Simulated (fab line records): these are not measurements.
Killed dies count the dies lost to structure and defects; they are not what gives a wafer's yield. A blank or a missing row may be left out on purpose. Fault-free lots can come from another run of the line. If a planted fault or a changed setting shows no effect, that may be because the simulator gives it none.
What tool caused it? -- flow n5Finfet -- route of 1938 steps, sampled at 1 step: 11 lots, 33 wafers

## WHAT THE GAUGES SHOWED, per wafer
N5_DUMMY_GATE_OVL_MEAS_16. Usual: GATE_OVL 0.1 nm, standard deviation 0.64.
lot,measured,on,GATE_OVL (nm),flag
L343,day 3 05:20,overlay-02,1.3 1.5 0.3,
L347,day 4 04:01,overlay-02,-0.3 -0.9 -1.4,
L348,day 4 09:04,overlay-02,-0.8 0.3 0.1,
L349,day 4 17:53,overlay-02,0.0 -0.1 -0.9,
L350,day 5 02:22,overlay-02,0.9 0.2 0.5,
L351,day 5 09:10,overlay-02,2.1 1.3 2.2,
L354,day 6 04:37,overlay-01,0.3 1.5 -0.1,
L362,day 8 00:35,overlay-02,-0.4 -0.4 -0.8,
L363,day 8 11:01,overlay-02,0.0 0.0 0.6,
L364,day 8 14:14,overlay-02,1.0 0.1 0.6,
L365,day 8 14:56,overlay-01,-0.7 -0.2 -0.1,

## WHAT TOOL EACH LOT RAN ON (gives the tool, then ch and the chambers of the sampled wafers, and finally the start)
Record: no process step prior to these readings.

## WHAT THE TOOLS THEMSELVES READ (means of the sampled wafers that have a number; where no wafer has one, the mark that the record gives instead)
The record holds no such reading with a usual standard deviation.

## THE ANSWER, worked out from the rows above alone
Rule: a lot counts as off when the mean over its wafers that have a number is more than 3 standard deviations away from the usual mean. Also off: a lot with no number at a reading for which 4 or more lots have one. Where the step has rows for the other lots, those lots are counted as sound. After the gauges, taken in route order, come the tools' own readings; for these a lot's mean is taken, as printed above. The first step at which some lot is off is used, and at that step the reading that is off furthest; a lot without a number counts as furthest.
None of the lots is off at any reading shown; this tells nothing.

## WHAT WAS PUT IN BY THE SIMULATOR
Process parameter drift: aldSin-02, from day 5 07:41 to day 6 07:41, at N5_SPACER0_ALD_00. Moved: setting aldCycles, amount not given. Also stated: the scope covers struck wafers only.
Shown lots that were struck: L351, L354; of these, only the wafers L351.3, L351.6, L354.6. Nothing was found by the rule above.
